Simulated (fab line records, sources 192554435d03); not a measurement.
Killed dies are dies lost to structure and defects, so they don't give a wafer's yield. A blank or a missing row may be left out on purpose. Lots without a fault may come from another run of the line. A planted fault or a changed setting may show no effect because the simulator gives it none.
Split-lot experiment | flow n5_finfet | 4 lots, 21 wafers read, on a route of 1938 steps

THE SPLIT
At N5_SDB_CUT_ETCH_26 (etches Si in HBr/Cl2/O2, target depth 129.6 nm, bt time 20 s, time 51.8 s), the setting icp_w was moved away from the recipe's 800 W on 6 of the 21 wafers read, by +7.9% to +16.3%. The other wafers ran this setting at the recipe's value.

The reading is taken at the split's own step.

THE READING
SDB.feature_depth_nm (the simulator's own value, which no gauge read), in nm, at N5_SDB_CUT_ETCH_26 (etches Si in HBr/Cl2/O2, target depth 129.6 nm, bt time 20 s, time 51.8 s). The file gives no usual value for it. The 15 wafers here that ran the recipe average 129.0 nm, standard deviation 1.3 nm.

wafer  | tool, chamber at the split | icp_w as run, W | against the recipe | SDB.feature_depth_nm, nm | against lot-mates on the recipe
L077.1 | rie_si-02, 3               | 800             | recipe             | 130                      | -
L077.2 | rie_si-02, 1               | 800             | recipe             | 128.8                    | -
L077.3 | rie_si-02, 2               | 930.1           | +16.3%             | 143.8                    | +14.5
L077.4 | rie_si-02, 3               | 930.1           | +16.3%             | 139                      | +9.7
L077.5 | rie_si-02, 2               | 930.1           | +16.3%             | 143.6                    | +14.3
L077.6 | rie_si-02, 1               | 800             | recipe             | 129.2                    | -
L083.4 | rie_si-05, 0               | 800             | recipe             | 128                      | -
L083.5 | rie_si-05, 0               | 800             | recipe             | 129.2                    | -
L083.6 | rie_si-05, 1               | 800             | recipe             | 130.6                    | -
L084.1 | rie_si-05, 3               | 800             | recipe             | 128.6                    | -
L084.2 | rie_si-05, 0               | 800             | recipe             | 127                      | -
L084.3 | rie_si-05, 2               | 800             | recipe             | 126.8                    | -
L084.4 | rie_si-05, 1               | 800             | recipe             | 129                      | -
L084.5 | rie_si-05, 1               | 800             | recipe             | 130.2                    | -
L084.6 | rie_si-05, 2               | 800             | recipe             | 128.6                    | -
L089.1 | rie_si-02, 2               | 800             | recipe             | 132.2                    | -
L089.2 | rie_si-02, 1               | 800             | recipe             | 127.8                    | -
L089.3 | rie_si-02, 0               | 800             | recipe             | 129.6                    | -
L089.4 | rie_si-02, 3               | 863.4           | +7.9%              | 132.8                    | +2.9
L089.5 | rie_si-02, 2               | 863.4           | +7.9%              | 136                      | +6.1
L089.6 | rie_si-02, 3               | 863.4           | +7.9%              | 132.4                    | +2.5

THE FIT
A straight line over all 21 wafers: SDB.feature_depth_nm changes by +0.774 nm for each +1% of icp_w; r = +0.94; the points scatter about the line by 1.7 nm.
The same after taking each lot's own level away (the mean of its wafers on the recipe; 21 wafers): +0.744 nm for each +1%; r = +0.94; scatter 1.7 nm.
On that fit, the largest move of icp_w shifts the reading by 12 nm.
The lots' own levels span 128.37 to 129.87 nm, that is 1.1 times the standard deviation above.
So the lot-to-lot level changes the slope little: the two slopes agree.
Check: with one of the wafers moved furthest among these (+16.3%) left out of the fit, the line predicts +10.9 nm for it against its lot-mates. It came out at +14.5 nm against them.

OTHER SPLITS ON THESE WAFERS
These wafers also went through other splits before the reading. Each is held against what the fit with the lots' levels taken away leaves over:
other split on the same wafers          | wafers away from the commonest value | r with SDB.feature_depth_nm (lot level and that fit taken away)
N5_ZERO_LAYER_EXPOSE_08 dose_mj         | 6                                    | +0.12
N5_ZERO_LAYER_DEVELOP_10 develop_time_s | 6                                    | +0.08
N5_ZERO_LAYER_DESCUM_16 time_s          | 9                                    | -0.40
N5_SD_EPI_N_PEB_07 peb_time_s           | 6                                    | +0.23

THE WHOLE CHAIN: every reading that the file lists as answering this split, in the file's order
step               | what it does                                                              | reading                                                               | change (the file's fit)               | r (the file's)
N5_SDB_CUT_ETCH_26 | etches Si in HBr/Cl2/O2, target depth 129.6 nm, bt time 20 s, time 51.8 s | etch.depth_nm (the simulator's own value, which no gauge read)        | +0.731 nm for each +1% of the setting | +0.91
N5_SDB_CUT_ETCH_26 | etches Si in HBr/Cl2/O2, target depth 129.6 nm, bt time 20 s, time 51.8 s | SDB.feature_depth_nm (the simulator's own value, which no gauge read) | +0.73 nm for each +1% of the setting  | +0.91

THE FILE'S OWN FIT
SDB.feature_depth_nm changes by +0.73 nm for each +1% of icp_w, r = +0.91.
